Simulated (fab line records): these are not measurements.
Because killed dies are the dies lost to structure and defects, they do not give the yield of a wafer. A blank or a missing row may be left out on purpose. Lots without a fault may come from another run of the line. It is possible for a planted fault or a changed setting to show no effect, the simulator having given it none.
Problem report in the 8D (eight disciplines) form, filled by code | flow n5Finfet | the parts of the form that need people (team, actions taken, sign-off) are left out

## 1. WHAT WENT WRONG
At N5_BEOL_M11_COAT_22, spinSpeedRpm averages 1707.1 rpm over 6 wafers from 2 lots, while fault-free wafers read 1500.0 rpm, standard deviation 0.97. That is +99 or more standard deviations from the usual mean.
The step: resist thk 90 nm.
First observed at day 14 08:35: wafer L808.2, on lithoTrack-01. At this step, 18 wafers from 6 lots have a number in the record. The rule behind "out" and "out of limits": a value lying over 4 standard deviations away from the usual mean. All remaining wafers that have a number are taken as sound.

## 2. WHAT IT IS, AND WHAT IT ISN'T
question                    | is                     | is not
which readings at this step | spinSpeedRpm           | -
which lots                  | L808, L812             | L794, L797, L810, L814
which wafers of those lots  | all that have a number | -
read on which tools         | lithoTrack-01          | lithoTrack-03, lithoTrack-05
when                        | from day 14 08:35      | up to then (9 sound wafers); but 3 sound wafers of L814 came after

## 3. THE SUSPECTS, EACH WITH WHAT RULES IT OUT
Counting: a tool at any process step up to the reading remains a suspect when it ran all the lots that are out and ran no sound lot after the first of those.
- rieDiel-04 at N5_BEOL_M11_DESCUM_16 (chemistry O2, time 7.9 s): ruled out as a lasting fault. The sound lots L814 went through it after L808, its earliest lot that is out (day 14 06:22).
- rieDiel-04 at N5_BEOL_M11_ETCH_62 (etches SOC in N2/H2, target depth 110 nm, overetch 22 nm, time 165 s): ruled out as a lasting fault. The sound lots L814 went through it after L808, its earliest lot that is out (day 14 06:27).
- rieDiel-04 at N5_BEOL_M11_STRIP_67 (strips in CF4): ruled out as a lasting fault. The sound lots L814 went through it after L808, its earliest lot that is out (day 14 06:36).
- lithoTrack-01 at N5_BEOL_M11_COAT_22 (resist thk 90 nm): kept. It processed each lot that is out, first L808 at day 14 08:35, and no sound lot thereafter; up to then, the last sound lot it processed was L797 at day 11 06:04. On those wafers its own readings are out: spinSpeedRpm.
The count leaves lithoTrack-01 at N5_BEOL_M11_COAT_22.

## 4. THE CAUSE (what the simulator had put in)
Drift in process parameters on lithoTrack-01 at N5_BEOL_M11_COAT_22, starting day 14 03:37. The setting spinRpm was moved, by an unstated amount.
Counting left only this tool.

## 5. THE EFFECT CHAIN, in route order
Each row: a reading where the mean over the struck wafers with a number is more than 3 standard deviations away from the usual. Scope: only readings with a usual standard deviation given in the record; hours: median across lots of the time from each lot's start at the first step in this table that gives one to its start at this step; sigmas: change in usual standard deviations.
hours | step                | reading      | usual      | on struck wafers | change | sigmas
0     | N5_BEOL_M11_COAT_22 | spinSpeedRpm | 1500.0 rpm | 1707.1           | +207.1 | +99 or more
It contains these process steps:
- N5_BEOL_M11_COAT_22: resist thk 90 nm.
At these later measuring or inspecting steps, every struck wafer for which the step has a row has a number for every such reading, and none has moved that far: N5_BEOL_M11_CD_MEAS_28, N5_BEOL_M11_OVL_MEAS_29, N5_BEOL_M11_INSPECT_30.

## 6. WHAT WOULD HAVE CAUGHT IT SOONER
In this record no reading fell out of limits until day 14 08:35, 5 hours after the fault had begun at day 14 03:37.
